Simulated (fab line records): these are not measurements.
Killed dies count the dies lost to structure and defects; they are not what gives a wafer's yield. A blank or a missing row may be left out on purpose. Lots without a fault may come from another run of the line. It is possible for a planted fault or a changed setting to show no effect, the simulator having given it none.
The tool behind it: which one?    flow n5Finfet    27 wafers from 9 lots sampled at 7 of the route's 1938 steps

## WHAT THE GAUGES SHOWED, per wafer
N5_BEOL_M7_CD_MEAS_28: the cd target is 40 nm.
lot   measured      on        cdNm (nm)
L141  day 9 15:59   cdSem-03  40.42 40.45 40.12
L146  day 10 22:29  cdSem-02  39.79 39.93 40.56
L152  day 11 17:05  cdSem-03  40.22 40.19 40.17
L153  day 12 10:46  cdSem-02  40.11 40.22 39.68
L154  day 12 12:53  cdSem-02  39.69 39.45 39.98
L158  day 13 11:28  cdSem-02  39.89 39.77 39.78
L159  day 13 16:50  cdSem-02  39.92 40.14 40.32
L160  day 14 11:57  cdSem-02  39.80 40.07 40.23
L161  day 14 19:58  cdSem-03  39.56 40.02 40.31

N5_BEOL_M7_OCD_MEAS_38.
lot   measured      on      trenchDepthNm (nm)
L141  day 9 16:32   ocd-02  91.8 94.6 94.5
L146  day 10 23:22  ocd-01  95.9 95.8 94.7
L152  day 11 17:40  ocd-01  84.2 86.7 86.0
L153  day 12 11:47  ocd-01  85.9 81.6 82.3
L154  day 12 13:26  ocd-01  82.3 85.5 85.1
L158  day 13 12:11  ocd-02  95.5 92.6 92.2
L159  day 13 17:23  ocd-02  93.7 96.0 95.2
L160  day 14 12:36  ocd-02  94.4 96.8 98.5
L161  day 14 20:43  ocd-02  94.4 93.4 93.0

N5_BEOL_M7_CD_MEAS_35: the cd target is 40 nm.
lot   measured      on        cdNm (nm)
L141  day 9 16:42   cdSem-03  41.1 39.7 39.5
L146  day 10 23:31  cdSem-03  40.7 40.7 40.3
L152  day 11 17:49  cdSem-01  40.8 40.5 39.5
L153  day 12 11:57  cdSem-02  40.9 41.3 41.0
L154  day 12 13:35  cdSem-02  40.1 39.5 39.9
L158  day 13 12:20  cdSem-02  40.7 40.9 40.7
L159  day 13 17:32  cdSem-02  40.8 40.5 40.4
L160  day 14 12:46  cdSem-02  39.8 40.7 40.0
L161  day 14 20:52  cdSem-03  39.6 39.8 39.5

N5_BEOL_M7_THK_MEAS_53: measures by xrf.
lot   measured      on            M7_THK (nm)
L141  day 9 18:59   filmMetro-01  79.1 82.4 81.4
L146  day 11 03:07  filmMetro-01  82.4 82.7 82.2
L152  day 11 21:10  filmMetro-01  69.9 72.5 72.8
L153  day 12 15:22  filmMetro-02  73.6 68.5 70.1
L154  day 12 15:46  filmMetro-02  70.8 75.1 73.2
L158  day 13 14:38  filmMetro-01  82.0 79.8 78.2
L159  day 13 21:31  filmMetro-02  79.3 83.8 81.2
L160  day 14 15:35  filmMetro-02  81.9 82.6 86.0
L161  day 15 00:27  filmMetro-01  82.0 79.4 80.3

N5_BEOL_M7_RS_MEAS_57: a four-point-probe measurement.
lot   measured      on            M7_RS (ohm/sq)
L141  day 9 19:07   filmMetro-01  0.294 0.280 0.284
L146  day 11 03:15  filmMetro-01  0.281 0.278 0.281
L152  day 11 21:20  filmMetro-01  0.335 0.323 0.321
L153  day 12 15:30  filmMetro-02  0.321 0.355 0.343
L154  day 12 15:54  filmMetro-02  0.336 0.313 0.322
L158  day 13 14:46  filmMetro-01  0.275 0.285 0.291
L159  day 13 21:39  filmMetro-01  0.290 0.273 0.281
L160  day 14 15:43  filmMetro-01  0.280 0.278 0.266
L161  day 15 00:35  filmMetro-02  0.277 0.287 0.285

## WHAT TOOL EACH LOT RAN ON (gives the tool, then ch and the chambers of the sampled wafers, and finally the start)
lot   N5_BEOL_M7_ETCH_66                 N5_BEOL_M7_TRENCH_ETCH_37
L141  rieDiel-06 ch 0,2, day 9 16:11     rieDiel-06 ch 0,2, day 9 16:23
L146  rieDiel-06 ch 0,1, day 10 23:01    rieDiel-06 ch 0,1, day 10 23:13
L152  rieDiel-06 ch 0,1,3, day 11 17:19  rieDiel-06 ch 0,1,3, day 11 17:31
L153  rieDiel-06 ch 0,3, day 12 11:26    rieDiel-06 ch 0,3, day 12 11:38
L154  rieDiel-06 ch 1,2, day 12 13:05    rieDiel-06 ch 1,2, day 12 13:16
L158  rieDiel-03 ch 1,2,3, day 13 11:50  rieDiel-03 ch 1,2,3, day 13 12:01
L159  rieDiel-05 ch 0,1,3, day 13 17:02  rieDiel-05 ch 0,1,3, day 13 17:13
L160  rieDiel-05 ch 1,2,3, day 14 12:15  rieDiel-05 ch 1,2,3, day 14 12:26
L161  rieDiel-05 ch 0,3, day 14 20:22    rieDiel-05 ch 0,3, day 14 20:33
- N5_BEOL_M7_ETCH_66: etches SOC in N2/H2, target depth 80 nm, overetch 16 nm, time 120 s.
- N5_BEOL_M7_TRENCH_ETCH_37: etches SiCOH lowk in C4F6/O2, target depth 93.478 nm, time 31.2 s.

## AS READ BY THE TOOLS THEMSELVES (means over the sampled wafers that have a number; for cases with no such wafer, the mark the record gives instead)
N5_BEOL_M7_ETCH_66.
lot   tool        drypumpMotorCurrentA (A)  oesProductAu (a.u.)  rfFwdPowerW (W)  rfVppV (V)  showerheadPlenumPTorr (Torr)  throttleValvePct (%)
L141  rieDiel-06  5.35                      0.55                 831              526.0       2.63                          18.07
L146  rieDiel-06  5.22                      0.60                 833              526.6       2.64                          17.77
L152  rieDiel-06  5.27                      0.59                 832              524.8       2.60                          17.85
L153  rieDiel-06  5.24                      0.54                 834              524.5       2.57                          18.04
L154  rieDiel-06  5.59                      0.63                 829              524.4       2.58                          17.86
L158  rieDiel-03  5.24                      0.66                 835              525.9       2.59                          17.71
L159  rieDiel-05  5.25                      0.63                 836              523.2       2.53                          17.78
L160  rieDiel-05  5.50                      0.62                 835              523.2       2.52                          17.71
L161  rieDiel-05  5.22                      0.58                 835              523.6       2.54                          17.99

N5_BEOL_M7_TRENCH_ETCH_37.
lot   tool        drypumpMotorCurrentA (A)  oes_f_703_au (a.u.)  oesProductAu (a.u.)  rfFwdPowerW (W)  rfVppV (V)  showerheadPlenumPTorr (Torr)  throttleValvePct (%)
L141  rieDiel-06  5.35                      0.74                 0.73                 338.3            672         2.91                          20.99
L146  rieDiel-06  5.21                      0.79                 0.80                 337.7            672         2.95                          20.83
L152  rieDiel-06  5.28                      0.55                 0.73                 256.1            776         2.90                          20.92
L153  rieDiel-06  5.25                      0.50                 0.66                 258.7            784         2.87                          21.04
L154  rieDiel-06  5.61                      0.59                 0.79                 255.9            764         2.88                          20.93
L158  rieDiel-03  5.23                      0.86                 0.87                 340.1            671         2.90                          20.86
L159  rieDiel-05  5.26                      0.81                 0.83                 340.7            665         2.83                          20.84
L160  rieDiel-05  5.48                      0.80                 0.82                 339.8            665         2.83                          20.80
L161  rieDiel-05  5.21                      0.75                 0.77                 341.7            667         2.85                          21.02

## THE ANSWER, worked out from the rows above alone
Rule: what is usual is taken from the lots themselves. The widest of any qualifying gaps counts: lots, ordered by their means at a reading, are off when they make up no more than a third of the lots, leave a main group of 4 or more, and stand apart from it by 3 or more times the standard deviation of that group's means. The tables above print the reading to a certain number of digits; a main group whose means all agree to those digits is not used. Also off: a lot with no number at a reading for which 4 or more lots have one. Where the step has rows for the other lots, those lots are counted as sound. First the gauges in route order, then the tools' own readings, where a lot's mean is used as printed above. At the first step where some lot is off, the reading lying furthest off is the one used; lots without a number count as furthest.
Off, at N5_BEOL_M7_OCD_MEAS_38 on trenchDepthNm: L152, L153, L154. For the main group the mean is 94.6 nm and the standard deviation 1.2.
A tool fits if, at a process step before that reading, it ran every lot that is off, and no sound lot after the first of them. Not tried: the gauges at N5_BEOL_M7_OCD_MEAS_38; whatever is off there is also off at N5_BEOL_M7_THK_MEAS_53, on other tools, and gauge error can't account for it. One fits: N5_BEOL_M7_ETCH_66 and N5_BEOL_M7_TRENCH_ETCH_37 on rieDiel-06. At N5_BEOL_M7_ETCH_66 its last sound lot is L146 (day 10 23:01), its first lot that is off L152 (day 11 17:19): a fault that began between those two fits.

## WHAT THE SIMULATOR PUT IN
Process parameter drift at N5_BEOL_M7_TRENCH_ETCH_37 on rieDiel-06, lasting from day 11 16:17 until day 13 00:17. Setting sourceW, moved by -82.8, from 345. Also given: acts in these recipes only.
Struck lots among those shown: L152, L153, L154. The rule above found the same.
